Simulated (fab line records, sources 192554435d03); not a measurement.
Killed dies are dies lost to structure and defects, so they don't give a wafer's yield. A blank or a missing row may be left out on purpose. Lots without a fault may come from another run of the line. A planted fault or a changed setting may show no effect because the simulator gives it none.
fab line records | flow n5_finfet
record lots=10 wafers=28 last_day=17
route steps=1938 shown SDB@353 BEOL_M4@1111 PASSIVATION@1936
lots that met no fault: from a run of the same line without faults
start_h: hours from the record's first day to the start of the lot's first wafer shown | wait_h: hours since the lot's step before | " the same as in the row above | L1.1+2: a row that stands for several wafers | - no value, or no start given | * or withheld: withheld | < > ~ a bound
route shown NAME@n: a module of which the file shows steps, and the number in the route of the first | usual: mean/standard deviation of fault-free wafers | same: alike in all rows | chamber/n: place in a boat | sites: the reading at each site | _std_site: their standard deviation | _edge_site: outer sites' mean less inner sites' | radius_mm: how far each site lies from the wafer's centre | mask NAME#n: copy n | behind: the tool/chamber that last shaped the wafer | hold: why the lot was held/for how many hours/how that ended | device: the transistor (n, p or np) that didn't switch | end of line: the same wafers' tests at the end of the route | a step without rows: its recipe alone | killed: dies lost to structure and defects at the first sort, not the wafer's yield | map: a wafer's dies, x killed, . not, _ none there
set.NAME: the setting as run; set.NAME@STEP: as run at that earlier step | model.NAME: the simulator's own value behind a step, which no gauge read
steps of the route over a sample of lots; a table a step, a row a wafer
services: from which hour (start_h, from the record's first day; less than 0 if before it) a tool's chamber was out of use, for how many hours, and why
## steps
# step N5_SDB_EXPOSE_08
# recipe mask_id=SDB na=1.35 source_shape=conventional sigma_outer=0.5 polarization=unpolarized dose_mj=49.6
# usual exposure_dose_mJ_cm2=49.59/0.048
# columns lot.wafer tool chamber start_h wait_h mask exposure_dose_mJ_cm2
L481.1 arfi_scanner-02 0 66.78 - SDB#0 49.57
L481.2 " 0 " " SDB#0 49.54
L481.3 " 0 " " SDB#0 49.48
L484.3 arfi_scanner-02 0 82.50 - SDB#0 49.50
L484.4 " 0 " " SDB#0 49.55
L484.6 " 0 " " SDB#0 49.61
L487.3 arfi_scanner-02 0 101.10 - SDB#0 49.62
L487.4 " 0 " " SDB#0 49.66
L490.2 arfi_scanner-02 0 119.94 - SDB#0 46.04
L490.3 " 0 " " SDB#0 46.08
L490.4 " 0 " " SDB#0 46.06
L491.1 arfi_scanner-02 0 129.97 - SDB#0 46.74
L491.2 " 0 " " SDB#0 46.81
L491.4 " 0 " " SDB#0 46.87
L497.1 arfi_scanner-03 0 169.62 - SDB#0 49.65
L497.6 " 0 " " SDB#0 49.56
L498.1 arfi_scanner-01 0 171.86 - SDB#0 49.62
L498.3 " 0 " " SDB#0 49.63
L498.5 " 0 " " SDB#0 49.63
L499.2 arfi_scanner-01 0 173.20 - SDB#0 49.61
L499.4 " 0 " " SDB#0 49.66
L499.5 " 0 " " SDB#0 49.64
L500.2 arfi_scanner-03 0 182.07 - SDB#0 49.66
L500.3 " 0 " " SDB#0 49.61
L500.4 " 0 " " SDB#0 49.59
L502.2 arfi_scanner-01 0 191.00 - SDB#0 49.59
L502.5 " 0 " " SDB#0 49.55
L502.6 " 0 " " SDB#0 49.61
# step N5_SDB_CD_MEAS_11
# recipe target_cd_nm=50 landing_energy_ev=500 detector=se_inlens polarity=opening
# usual cd_nm=49.0/1.4
# columns lot.wafer tool chamber start_h wait_h cd_nm
L481.1 cd_sem-01 0 66.90 - 48.4
L481.2 " 0 " " 48.9
L481.3 " 0 " " 47.6
L484.3 cd_sem-03 0 82.62 - 51.8
L484.4 " 0 " " 50.6
L484.6 " 0 " " 50.2
L487.3 cd_sem-01 0 101.21 - 48.1
L487.4 " 0 " " 47.8
L490.2 cd_sem-01 0 120.06 - 41.5
L490.3 " 0 " " 40.5
L490.4 " 0 " " 39.6
L491.1 cd_sem-03 0 130.10 - 44.4
L491.2 " 0 " " 41.6
L491.4 " 0 " " 41.5
L497.1 cd_sem-02 0 169.74 - 48.8
L497.6 " 0 " " 49.3
L498.1 cd_sem-01 0 171.98 - 49.0
L498.3 " 0 " " 50.1
L498.5 " 0 " " 50.1
L499.2 cd_sem-02 0 173.32 - 49.9
L499.4 " 0 " " 48.7
L499.5 " 0 " " 48.1
L500.2 cd_sem-03 0 182.19 - 48.9
L500.3 " 0 " " 48.5
L500.4 " 0 " " 48.0
L502.2 cd_sem-01 0 191.12 - 50.0
L502.5 " 0 " " 52.0
L502.6 " 0 " " 53.2
# step N5_SDB_OVL_MEAS_12
# recipe points_per_wafer=44
# usual SDB_OVL=-0.1/0.67
# columns lot.wafer tool chamber start_h wait_h SDB_OVL[nm]
L481.1 overlay-01 0 66.93 0.0 -1.7
L481.2 " 0 " " -1.3
L481.3 " 0 " " -1.4
L484.3 overlay-02 0 82.65 0.0 -0.1
L484.4 " 0 " " 0.8
L484.6 " 0 " " -0.2
L487.3 overlay-01 0 101.24 0.0 1.8
L487.4 " 0 " " 0.5
L490.2 overlay-01 0 120.09 0.0 -0.3
L490.3 " 0 " " -1.7
L490.4 " 0 " " -0.5
L491.1 overlay-01 0 130.13 0.0 0.1
L491.2 " 0 " " 0.5
L491.4 " 0 " " -0.8
L497.1 overlay-02 0 169.77 0.0 -0.3
L497.6 " 0 " " -0.3
L498.1 overlay-02 0 172.01 0.0 -0.2
L498.3 " 0 " " -0.7
L498.5 " 0 " " 0.1
L499.2 overlay-02 0 173.35 0.0 0.5
L499.4 " 0 " " 0.5
L499.5 " 0 " " 0.9
L500.2 overlay-02 0 182.22 0.0 -0.1
L500.3 " 0 " " 0.3
L500.4 " 0 " " 0.4
L502.2 overlay-02 0 191.15 0.0 0.5
L502.5 " 0 " " 0.5
L502.6 " 0 " " -0.9
# step N5_SDB_ETCH_18
# recipe chemistry=N2/H2 target=SOC target_depth_a=1000 overetch_a=200 mask_material=SiARC temp_c=40 time_s=150 ion_energy_ev=200 pressure_mtorr=30 source_w=840 bias_w=150 n2_flow_sccm=200 h2_flow_sccm=200
# usual drypump_motor_current_A=5.8/0.31 oes_product_au=0.72/0.081 rf_vpp_V=524.4/2.4 showerhead_plenum_p_Torr=2.56/0.095 throttle_valve_pct=17.80/0.29
# columns lot.wafer tool chamber start_h wait_h drypump_motor_current_A oes_product_au rf_hours_counter_h rf_vpp_V showerhead_plenum_p_Torr throttle_valve_pct
L481.1 rie_diel-03 0 67.06 0.0 5.7 0.61 218 524.8 2.64 18.07
L481.2 " 2 " " 6.2 0.81 21 525.8 2.70 18.10
L481.3 " 3 " " 5.3 0.81 17 526.0 2.62 17.78
L484.3 rie_diel-03 2 82.81 0.0 6.2 0.80 28 526.9 2.70 18.08
L484.4 " 0 " " 5.7 0.62 224 525.8 2.63 18.10
L484.6 " 1 " " 6.0 0.61 - 522.3 2.50 18.27
L487.3 rie_diel-03 0 101.37 0.0 5.7 0.61 231 525.5 2.63 18.11
L487.4 " 0 " " 5.7 0.62 - 525.8 2.63 18.11
L490.2 rie_diel-03 2 120.21 0.0 6.2 0.78 45 528.7 2.69 18.10
L490.3 " 0 " " 5.7 0.61 242 526.0 2.63 18.11
L490.4 " 3 " " 5.3 0.78 41 525.9 2.61 17.81
L491.1 rie_diel-05 1 130.27 0.0 5.3 0.73 80 527.7 2.69 17.61
L491.2 " 3 " " 5.9 0.70 152 524.2 2.56 18.20
L491.4 " 0 " " 5.6 0.64 - 524.3 2.52 17.72
L497.1 rie_diel-05 2 169.90 0.0 6.1 0.80 25 524.4 2.55 17.21
L497.6 " 3 " " 5.8 0.69 - 523.8 2.55 18.25
L498.1 rie_diel-04 3 172.30 0.0 6.2 0.79 29 521.4 2.47 17.58
L498.3 " 1 " " 6.0 0.64 184 519.4 2.40 17.45
L498.5 " 3 " " 6.1 0.80 - 522.2 2.47 17.58
L499.2 rie_diel-05 3 173.64 0.0 5.8 0.68 170 525.3 2.55 18.23
L499.4 " 2 " " 6.2 0.80 27 525.1 2.55 17.21
L499.5 " 1 " " 5.3 0.70 - 529.2 2.68 17.65
L500.2 rie_diel-03 2 182.69 0.0 6.2 0.75 70 527.4 2.68 18.17
L500.3 " 0 " " 5.7 0.85 9 525.8 2.62 17.71
L500.4 " 3 " " 5.3 0.74 67 524.0 2.60 17.86
L502.2 rie_diel-04 2 191.41 0.0 5.8 0.79 25 521.2 2.50 17.71
L502.5 " 0 " " 5.4 0.63 - 520.7 2.39 17.75
L502.6 " 1 " " 6.0 0.63 - 520.9 2.40 17.45
# step N5_SDB_HM_OPEN_20
# recipe chemistry=CH3F/O2 target=SiNx mask_material=SOC target_depth_a=240 stop_on=poly-Si over_etch_frac=0.4 ion_energy_ev=120 pressure_mtorr=30 source_w=395 bias_w=73 Ar_flow_sccm=150 CH3F_flow_sccm=30 O2_flow_sccm=20
# usual drypump_motor_current_A=5.7/0.31 oes_product_au=0.66/0.076 rf_vpp_V=301/11 showerhead_plenum_p_Torr=2.01/0.073 throttle_valve_pct=16.30/0.25
# same over_etch_frac=0.4
# columns lot.wafer tool chamber start_h wait_h drypump_motor_current_A oes_product_au rf_hours_counter_h rf_vpp_V showerhead_plenum_p_Torr throttle_valve_pct
L481.1 rie_diel-03 0 67.22 0.0 5.7 0.57 218 308 2.06 16.49
L481.2 " 2 " " 6.2 0.73 21 303 2.15 16.72
L481.3 " 3 " " 5.3 0.74 17 293 2.04 16.04
L484.3 rie_diel-03 2 82.97 0.0 6.2 0.72 28 305 2.15 16.73
L484.4 " 0 " " 5.7 0.57 224 307 2.06 16.50
L484.6 " 1 " " 5.9 0.55 - 310 1.97 16.73
L487.3 rie_diel-03 0 101.53 0.0 5.7 0.56 231 306 2.06 16.53
L487.4 " 0 " " 5.7 0.57 - 306 2.06 16.52
L490.2 rie_diel-03 2 120.37 0.0 6.2 0.70 45 306 2.14 16.74
L490.3 " 0 " " 5.7 0.56 242 306 2.06 16.56
L490.4 " 3 " " 5.3 0.72 41 293 2.03 16.09
L491.1 rie_diel-05 1 130.43 0.0 5.3 0.66 80 321 2.10 16.12
L491.2 " 3 " " 5.9 0.62 152 311 2.00 16.50
L491.4 " 0 " " 5.6 0.59 - 290 2.00 16.34
L497.1 rie_diel-05 2 170.06 0.0 6.2 0.73 25 301 2.02 15.93
L497.6 " 3 " " 5.8 0.63 - 312 1.99 16.52
L498.1 rie_diel-04 3 172.46 0.0 6.2 0.74 30 292 1.96 16.29
L498.3 " 1 " " 6.0 0.58 184 285 1.89 16.07
L498.5 " 3 " " 6.2 0.73 - 292 1.97 16.31
L499.2 rie_diel-05 3 173.79 0.0 5.8 0.64 170 310 1.99 16.53
L499.4 " 2 " " 6.2 0.76 27 302 2.02 15.93
L499.5 " 1 " " 5.3 0.66 - 319 2.10 16.15
L500.2 rie_diel-03 2 182.85 0.0 6.2 0.69 70 304 2.13 16.82
L500.3 " 0 " " 5.6 0.78 9 306 2.05 16.08
L500.4 " 3 " " 5.3 0.71 67 291 2.02 16.14
L502.2 rie_diel-04 2 191.57 0.0 5.9 0.73 25 286 1.95 15.93
L502.5 " 0 " " 5.4 0.58 - 295 1.89 16.41
L502.6 " 1 " " 6.0 0.58 - 287 1.89 16.10
# step N5_BEOL_M4_RC_MEAS_101
# usual DIBL_N=36.2/2.4 DIBL_P=36.2/2.6 IOFF_N=0.16/0.045 IOFF_P=0.21/0.046 ION_N=674/17 ION_P=463/11 SS_N=71.5/0.77 SS_P=73.1/0.76 VT_N=250/3.9 VT_P=-250/3.9
# columns lot.wafer tool chamber start_h wait_h DIBL_N[mV/V] DIBL_P[mV/V] IOFF_N[nA/um] IOFF_P[nA/um] ION_N[uA/um] ION_P[uA/um] SS_N[mV/dec] SS_P[mV/dec] VT_N[mV] VT_P[mV]
L481.1 prober-02 0 165.46 0.0 39.4 39.7 0.20 0.27 685 474 72.3 73.8 249 -244
L481.2 " 0 " " 37.9 38.3 0.16 0.24 692 480 71.5 72.9 249 -249
L481.3 " 0 " " 40.5 40.5 0.22 0.30 695 473 71.9 74.1 247 -245
L484.3 prober-01 0 178.94 0.3 36.5 38.4 0.18 0.25 678 464 71.1 73.2 247 -246
L484.4 " 0 " " 37.6 38.5 0.20 0.26 701 476 71.8 73.6 245 -246
L484.6 " 0 " " 35.0 35.3 0.13 0.19 649 453 70.9 72.6 255 -250
L487.3 prober-02 0 238.88 0.3 36.6 37.4 0.16 0.21 689 469 71.8 73.1 249 -250
L487.4 " 0 " " 36.7 37.1 0.17 0.20 683 461 71.7 73.0 249 -253
L490.2 prober-01 0 243.67 0.2 40.9 41.8 0.28 0.27 720 480 72.5 74.7 244 -247
L490.3 " 0 " " 37.9 38.4 0.17 0.20 669 458 71.7 74.6 251 -252
L490.4 " 0 " " 39.6 40.5 0.23 0.25 676 452 71.9 75.0 247 -249
L491.1 prober-02 0 245.65 0.0 34.9 35.3 0.14 0.21 678 467 71.3 72.5 250 -248
L491.2 " 0 " " 37.4 36.0 0.19 0.22 669 460 72.6 73.1 248 -251
L491.4 " 0 " " 36.3 35.8 0.16 0.22 669 461 71.0 73.3 248 -249
L497.1 prober-02 0 259.19 0.0 34.9 33.0 0.13 0.20 682 473 71.2 72.7 251 -248
L497.6 " 0 " " 38.4 36.2 0.19 0.26 638 453 72.1 73.6 248 -246
L498.1 prober-02 0 276.63 0.0 37.7 38.1 0.20 0.25 704 477 71.0 74.4 247 -249
L498.3 " 0 " " 38.0 37.1 0.19 0.23 680 468 71.1 73.9 249 -250
L498.5 " 0 " " 38.6 38.9 0.20 0.26 692 468 72.1 73.7 247 -247
L499.2 prober-02 0 279.63 0.2 37.8 38.2 0.20 0.24 681 466 71.0 73.6 243 -247
L499.4 " 0 " " 36.7 37.2 0.18 0.22 684 465 71.7 73.4 248 -251
L499.5 " 0 " " 36.5 35.5 0.17 0.19 670 459 71.9 72.6 248 -249
L500.2 prober-01 0 292.24 0.2 34.2 33.9 0.14 0.18 684 469 70.8 72.9 252 -252
L500.3 " 0 " " 37.1 35.9 0.18 0.22 680 471 71.7 73.4 252 -249
L500.4 " 0 " " 35.1 34.9 0.14 0.21 660 455 72.4 72.9 251 -246
L502.2 prober-01 0 300.46 0.2 34.8 33.8 0.12 0.17 681 468 71.7 72.6 251 -254
L502.5 " 0 " " 37.0 35.0 0.15 0.19 644 444 71.8 72.1 253 -253
L502.6 " 0 " " 40.3 41.5 0.24 0.32 707 482 72.2 73.8 243 -244
# step N5_PASSIVATION_PROBE_49
# usual defect_limited_yield=91.2/1.4 killed_at_M0_to_M3=33/9.5 killed_at_M4_up=13/4.7 killed_at_contacts=11/5.3 killed_at_front_end=42/12 killed_at_other=5/3.3 killed_dies=104/17 killed_on_rim=14/4 killed_open=67/12 killed_short=33/7.7 sort_bin_4_leakage=0.01/0.058 sort_bin_5_function=5.1/0.94 sort_bin_6_memory=3.3/0.67 sort_bin_8_speed=0.1/1.3 sort_n_pass=1074/24 sort_yield_pct=91.1/2
# same gross_dies=1180 killed_at_back_side=0
# columns lot.wafer tool chamber start_h wait_h defect_limited_yield[%] killed_at_M0_to_M3 killed_at_M4_up killed_at_contacts killed_at_front_end killed_at_other killed_dies killed_on_rim killed_open killed_short sort_bin_4_leakage[%] sort_bin_5_function[%] sort_bin_6_memory[%] sort_bin_8_speed[%] sort_n_pass sort_yield_pct[%]
L481.1 prober-02 - 253.63 0.0 91.8 25 17 5 47 3 97 12 53 42 0 4.4 3.1 0 1083 91.8
L481.2 prober-02 - 253.68 0.1 92.0 36 4 11 38 5 94 11 65 21 0 5.2 2.3 0 1086 92.0
L481.3 prober-02 - 253.73 0.1 94.7 34 3 3 15 7 62 10 45 16 0 3.1 2.0 0 1118 94.7
L484.3 prober-01 - 262.26 0.1 91.2 39 22 6 34 3 104 19 65 32 0 4.7 3.3 0 1076 91.2
L484.4 prober-01 - 262.31 0.2 91.8 36 9 9 31 12 97 14 60 36 0 4.5 3.6 0 1083 91.8
L484.6 prober-01 - 262.41 0.3 90.0 53 18 9 26 12 118 21 73 45 0 5.6 3.8 0 1062 90.0
L490.2 prober-02 - 366.46 0.1 67.9 41 14 21 301 2 379 94 94 44 0.08 26.9 5.0 0 800 67.8
L490.3 prober-02 - 366.51 0.1 62.6 33 5 10 390 3 441 121 69 42 0 33.1 3.6 0 739 62.6
L490.4 prober-02 - 366.56 0.2 62.8 58 5 14 354 8 439 115 84 41 0 32.5 4.5 0 741 62.8
L487.3 prober-01 - 366.75 0.1 92.2 28 11 7 43 3 92 20 57 25 0 4.0 3.1 0 1088 92.2
L487.4 prober-01 - 366.80 0.2 90.8 40 15 5 46 3 109 14 74 32 0 5.0 4.0 0 1071 90.8
L491.1 prober-01 - 371.56 0.0 85.7 25 11 10 120 3 169 53 61 34 0 10.4 3.7 0 1011 85.7
L491.2 prober-01 - 371.61 0.1 64.3 39 17 5 355 5 421 109 72 38 0 32.4 2.8 0 759 64.3
L491.4 prober-01 - 371.71 0.2 60.8 33 28 15 380 6 462 116 86 43 0 34.3 4.4 0 718 60.8
L497.1 prober-02 - 391.80 0.0 90.9 30 7 10 58 2 107 12 60 39 0 4.6 3.1 0 1073 90.9
L497.6 prober-02 - 392.05 0.3 89.6 30 14 6 72 1 123 19 83 33 0 6.8 3.1 0.1 1056 89.5
L498.1 prober-01 - 391.96 0.0 89.8 48 18 9 41 4 120 21 72 48 0 5.5 4.3 0 1060 89.8
L498.3 prober-01 - 392.06 0.1 92.3 20 7 17 40 7 91 17 56 34 0 4.7 2.7 0 1089 92.3
L498.5 prober-01 - 392.16 0.2 90.3 32 14 13 47 8 114 18 75 35 0 5.7 3.2 0 1066 90.3
L500.2 prober-01 - 398.92 0.1 91.7 22 6 16 46 8 98 13 60 37 0 4.8 3.0 0 1082 91.7
L500.3 prober-01 - 398.97 0.1 92.5 32 8 6 33 10 89 18 57 32 0 4.8 2.5 0 1091 92.5
L500.4 prober-01 - 399.02 0.2 93.9 25 12 5 24 6 72 8 52 19 0 3.6 2.3 0 1108 93.9
L499.2 prober-02 - 399.17 0.1 93.1 17 11 9 40 5 82 11 57 25 0 4.4 2.5 0 1098 93.1
L499.4 prober-02 - 399.27 0.2 92.3 18 14 16 41 2 91 14 60 26 0 4.4 3.1 0 1089 92.3
L499.5 prober-02 - 399.32 0.2 91.9 29 17 11 33 5 95 13 56 35 0 5.0 2.7 0 1085 91.9
L502.2 prober-01 - 408.00 0.1 91.4 33 14 2 49 3 101 11 67 32 0 5.4 2.8 0 1079 91.4
L502.5 prober-01 - 408.15 0.2 91.7 21 16 4 56 1 98 20 72 25 0 4.5 3.7 0.5 1076 91.2
L502.6 prober-01 - 408.20 0.3 91.6 29 13 3 53 1 99 11 81 18 0 5.3 2.9 0 1081 91.6
# killed by level:class
L481.1 FIN_SAQP:geometric_particle:short=13 BEOL_M2:geometric_particle:open=11 BEOL_M4:geometric_particle:open=7 FIN_SAQP:geometric_particle:open=6 GATE_CUT:geometric_particle:short=5 STARTING-WAFER:geometric_particle:short=5 BEOL_M4:geometric_particle:short=4 BEOL_M3:geometric_particle:open=3
L481.2 FIN_SAQP:geometric_particle:open=10 BEOL_M2:geometric_particle:open=10 MOL_CONTACT_COAG:geometric_particle:open=9 FIN_SAQP:geometric_particle:short=6 DUMMY_GATE:geometric_particle:open=6 BEOL_M1:geometric_particle:open=5 HKMG_FIN:area_etch=5 STI_FIN_REVEAL:geometric_particle:open=4
L481.3 BEOL_M2:geometric_particle:open=11 BEOL_M3:geometric_particle:open=7 BEOL_M1:geometric_particle:open=6 PASS1_CAP:geometric_particle:short=6 FIN_SAQP:geometric_particle:open=5 BEOL_M0:geometric_particle:open=4 MOL_CONTACT_COAG:geometric_particle:open=3 BEOL_M0_SAQP:geometric_particle:short=3
L484.3 BEOL_M1:geometric_particle:open=8 BEOL_M3:geometric_particle:open=8 BEOL_M0_SAQP:geometric_particle:open=7 BEOL_M0_SAQP:geometric_particle:short=7 BEOL_M4:geometric_particle:open=7 FIN_SAQP:geometric_particle:open=5 GATE_CUT:geometric_particle:short=5 FIN_SAQP:geometric_particle:short=4
L484.4 BEOL_M0_SAQP:geometric_particle:open=9 FIN_SAQP:geometric_particle:open=8 BEOL_M2:geometric_particle:open=8 MOL_CONTACT_COAG:geometric_particle:open=7 GATE_CUT:geometric_particle:short=6 FIN_SAQP:geometric_particle:short=5 BEOL_M0_SAQP:geometric_particle:short=5 BEOL_M1:geometric_particle:open=4
L484.6 BEOL_M0_SAQP:geometric_particle:open=14 BEOL_M0_SAQP:geometric_particle:short=12 BEOL_M1:geometric_particle:short=8 BEOL_M3:geometric_particle:open=8 MOL_CONTACT_COAG:geometric_particle:open=7 BEOL_M1:geometric_particle:open=6 PASS1_CAP:geometric_particle:short=6 FIN_SAQP:geometric_particle:short=5
L490.2 SDB:area_expose=240 STI_FIN_REVEAL:geometric_particle:open=19 MOL_CONTACT_COAG:geometric_particle:open=19 FIN_SAQP:geometric_particle:short=13 BEOL_M0_SAQP:geometric_particle:short=11 BEOL_M0_SAQP:geometric_particle:open=8 DUMMY_GATE:geometric_particle:open=7 BEOL_M3:geometric_particle:open=7
L490.3 SDB:area_expose=329 STI_FIN_REVEAL:geometric_particle:open=12 FIN_SAQP:geometric_particle:short=10 BEOL_M3:geometric_particle:open=9 GATE_CUT:geometric_particle:short=8 MOL_CONTACT_COAG:geometric_particle:open=8 BEOL_M0_SAQP:geometric_particle:open=8 FIN_SAQP:geometric_particle:open=7
L490.4 SDB:area_expose=314 BEOL_M0_SAQP:geometric_particle:short=18 BEOL_M0_SAQP:geometric_particle:open=18 STI_FIN_REVEAL:geometric_particle:open=14 MOL_CONTACT_COAG:geometric_particle:open=13 BEOL_M2:geometric_particle:open=10 FIN_SAQP:geometric_particle:open=6 BEOL_M1:geometric_particle:open=5
L487.3 BEOL_M2:geometric_particle:open=13 HKMG_FIN:area_etch=8 FIN_SAQP:geometric_particle:open=6 DUMMY_GATE:geometric_particle:open=6 FIN_SAQP:geometric_particle:short=5 STI_FIN_REVEAL:geometric_particle:open=4 MOL_CONTACT_COAG:geometric_particle:open=4 GATE_CUT:geometric_particle:open=3
L487.4 STI_FIN_REVEAL:geometric_particle:open=17 BEOL_M2:geometric_particle:open=16 STI_FIN_REVEAL:geometric_particle:short=5 BEOL_M1:geometric_particle:open=5 BEOL_M5:geometric_particle:open=5 GATE_CUT:geometric_particle:short=4 MOL_CONTACT_COAG:geometric_particle:open=4 BEOL_M0_SAQP:geometric_particle:short=4
L491.1 SDB:area_expose=71 FIN_SAQP:geometric_particle:open=16 FIN_SAQP:geometric_particle:short=10 BEOL_M0_SAQP:geometric_particle:short=9 MOL_CONTACT_COAG:geometric_particle:open=9 DUMMY_GATE:geometric_particle:open=6 BEOL_M3:geometric_particle:open=6 BEOL_M4:geometric_particle:open=4
L491.2 SDB:area_expose=307 FIN_SAQP:geometric_particle:open=13 BEOL_M0_SAQP:geometric_particle:open=12 FIN_SAQP:geometric_particle:short=11 BEOL_M0_SAQP:geometric_particle:short=10 BEOL_M3:geometric_particle:open=8 BEOL_M4:geometric_particle:open=6 STI_FIN_REVEAL:geometric_particle:open=5
L491.4 SDB:area_expose=331 FIN_SAQP:geometric_particle:open=15 MOL_CONTACT_COAG:geometric_particle:open=13 BEOL_M4:geometric_particle:open=12 FIN_SAQP:geometric_particle:short=10 BEOL_M5:geometric_particle:open=8 BEOL_M0_SAQP:geometric_particle:short=8 STI_FIN_REVEAL:geometric_particle:open=7
L497.1 STI_FIN_REVEAL:geometric_particle:open=14 STI_FIN_REVEAL:geometric_particle:short=10 MOL_CONTACT_COAG:geometric_particle:open=9 BEOL_M0_SAQP:geometric_particle:short=8 GATE_CUT:geometric_particle:short=8 BEOL_M2:geometric_particle:open=7 FIN_SAQP:geometric_particle:open=6 HKMG_FIN:area_etch=6
L498.1 FIN_SAQP:geometric_particle:open=12 BEOL_M0_SAQP:geometric_particle:short=12 BEOL_M4:geometric_particle:open=9 BEOL_M0_SAQP:geometric_particle:open=9 BEOL_M1:geometric_particle:open=9 MOL_CONTACT_COAG:geometric_particle:open=8 BEOL_M3:geometric_particle:open=8 FIN_SAQP:geometric_particle:short=7
L497.6 FIN_SAQP:geometric_particle:open=17 STI_FIN_REVEAL:geometric_particle:open=16 BEOL_M2:geometric_particle:open=10 FIN_SAQP:geometric_particle:short=9 BEOL_M0_SAQP:geometric_particle:open=7 MOL_CONTACT_COAG:geometric_particle:open=6 GATE_CUT:geometric_particle:open=5 BEOL_M0_SAQP:geometric_particle:short=5
L498.3 MOL_CONTACT_COAG:geometric_particle:open=14 FIN_SAQP:geometric_particle:open=9 STI_FIN_REVEAL:geometric_particle:open=6 BEOL_M0_SAQP:geometric_particle:short=6 DUMMY_GATE:geometric_particle:open=5 FIN_SAQP:geometric_particle:short=4 BEOL_M0_SAQP:geometric_particle:open=4 STARTING-WAFER:geometric_particle:short=4
L498.5 FIN_SAQP:geometric_particle:open=15 MOL_CONTACT_COAG:geometric_particle:open=12 FIN_SAQP:geometric_particle:short=9 STI_FIN_REVEAL:geometric_particle:open=9 BEOL_M3:geometric_particle:open=9 BEOL_M1:geometric_particle:open=6 GATE_CUT:geometric_particle:short=5 BEOL_M3:geometric_particle:short=4
L500.2 MOL_CONTACT_COAG:geometric_particle:open=10 FIN_SAQP:geometric_particle:short=8 FIN_SAQP:geometric_particle:open=7 GATE_CUT:geometric_particle:open=7 BEOL_M3:geometric_particle:open=7 MOL_CONTACT_COAG:geometric_particle:short=6 STI_FIN_REVEAL:geometric_particle:open=5 GATE_CUT:geometric_particle:short=5
L500.3 GATE_CUT:geometric_particle:short=9 BEOL_M0_SAQP:geometric_particle:open=8 STI_FIN_REVEAL:geometric_particle:open=7 FIN_SAQP:geometric_particle:short=6 MOL_CONTACT_COAG:geometric_particle:open=5 BEOL_M0_SAQP:geometric_particle:short=5 BEOL_M1:geometric_particle:open=5 BEOL_M2:geometric_particle:open=5
L500.4 STI_FIN_REVEAL:geometric_particle:open=7 BEOL_M3:geometric_particle:open=7 BEOL_M0_SAQP:geometric_particle:short=6 BEOL_M0_SAQP:geometric_particle:open=5 MOL_CONTACT_COAG:geometric_particle:open=5 FIN_SAQP:geometric_particle:short=4 BEOL_M4:geometric_particle:open=4 GATE_CUT:geometric_particle:open=3
L499.2 FIN_SAQP:geometric_particle:open=13 DUMMY_GATE:geometric_particle:open=9 MOL_CONTACT_COAG:geometric_particle:open=8 FIN_SAQP:geometric_particle:short=6 BEOL_M4:geometric_particle:open=6 BEOL_M3:geometric_particle:open=5 GATE_CUT:geometric_particle:short=4 BEOL_M0_SAQP:geometric_particle:open=4
L499.4 FIN_SAQP:geometric_particle:open=11 MOL_CONTACT_COAG:geometric_particle:open=9 BEOL_M4:geometric_particle:open=8 BEOL_M0_SAQP:geometric_particle:open=6 FIN_SAQP:geometric_particle:short=5 STARTING-WAFER:geometric_particle:short=5 STI_FIN_REVEAL:geometric_particle:open=4 BEOL_M0_SAQP:geometric_particle:short=4
L499.5 BEOL_M0_SAQP:geometric_particle:open=11 FIN_SAQP:geometric_particle:short=7 STI_FIN_REVEAL:geometric_particle:open=7 DUMMY_GATE:geometric_particle:open=7 BEOL_M0_SAQP:geometric_particle:short=6 BEOL_M4:geometric_particle:open=6 BEOL_M4:geometric_particle:short=5 MOL_CONTACT_COAG:geometric_particle:short=4
L502.2 FIN_SAQP:geometric_particle:open=17 BEOL_M3:geometric_particle:open=14 FIN_SAQP:geometric_particle:short=11 GATE_CUT:geometric_particle:short=4 BEOL_M0_SAQP:geometric_particle:open=4 BEOL_M4:geometric_particle:open=4 BEOL_M4:geometric_particle:short=4 STARTING-WAFER:geometric_particle:open=4
L502.5 FIN_SAQP:geometric_particle:open=29 DUMMY_GATE:geometric_particle:open=10 BEOL_M5:geometric_particle:open=5 FIN_SAQP:geometric_particle:short=4 BEOL_M2:geometric_particle:open=4 BEOL_M3:geometric_particle:open=4 BEOL_M4:geometric_particle:open=4 BEOL_M4:geometric_particle:short=4
L502.6 FIN_SAQP:geometric_particle:open=25 BEOL_M0_SAQP:geometric_particle:open=11 STI_FIN_REVEAL:geometric_particle:open=8 BEOL_M2:geometric_particle:open=7 FIN_SAQP:geometric_particle:short=6 STARTING-WAFER:geometric_particle:open=5 BEOL_M4:geometric_particle:open=4 GATE_CUT:geometric_particle:open=3
## services
# columns tool chamber start_h hours kind
arfi_scanner-01 - 47.20 1.0 pm
arfi_scanner-01 - 58.65 0.8 pm
arfi_scanner-01 - 63.75 0.4 repair
rie_diel-05 2 71.65 3.2 repair
rie_diel-05 1 71.87 4.6 repair
arfi_scanner-03 - 73.51 1.0 pm
arfi_scanner-02 - 75.34 3.1 pm
arfi_scanner-01 - 76.75 0.6 repair
arfi_scanner-02 - 86.61 0.8 pm
arfi_scanner-01 - 91.93 3.9 pm
rie_diel-03 1 92.52 - clean
arfi_scanner-03 - 99.05 2.0 repair
rie_diel-04 - 102.73 1.1 repair
arfi_scanner-02 - 104.09 3.9 pm
arfi_scanner-03 - 108.40 0.5 repair
arfi_scanner-02 - 110.63 1.3 pm
arfi_scanner-03 - 115.14 6.0 pm
arfi_scanner-02 - 115.83 1.0 pm
arfi_scanner-03 - 121.14 1.3 pm
arfi_scanner-03 - 122.44 1.0 pm
rie_diel-05 2 126.24 11.1 repair
arfi_scanner-01 - 126.26 1.3 pm
arfi_scanner-02 - 128.97 1.0 pm
arfi_scanner-02 - 161.53 36.0 pm
## key
first_sign step=N5_SDB_EXPOSE_08 reading=exposure_dose_mJ_cm2 direction=down sigmas=65 usual=49.59 struck=46.43
effect step=N5_SDB_CD_MEAS_11 reading=cd_nm direction=down sigmas=5.5 usual=49.0 struck=41.5 through=control_loop
effect step=N5_PASSIVATION_PROBE_49 reading=sort_bin_5_function direction=up sigmas=25 usual=5.1 struck=28.3
more_kills_born_at N5_SDB_EXPOSE_08@arfi_scanner-02=1592
met_at N5_SDB_EXPOSE_08
struck_lots L490,L491
loop_trim step=N5_SDB_EXPOSE_08 setting=dose lots=L491
not_acting_at N5_SDB_OVL_MEAS_12,N5_SDB_ETCH_18,N5_SDB_HM_OPEN_20
onset_between 101.10 119.94
fault kind=process_parameter_drift tool=arfi_scanner-02 chamber=- onset_h=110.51 steps=N5_SDB_EXPOSE_08 channel=dose_mj offset=-3.4794 shape=step acts_in=these_recipes_only stated=49.6
# loop_trim: a control loop set the setting to another value than it would have without faults
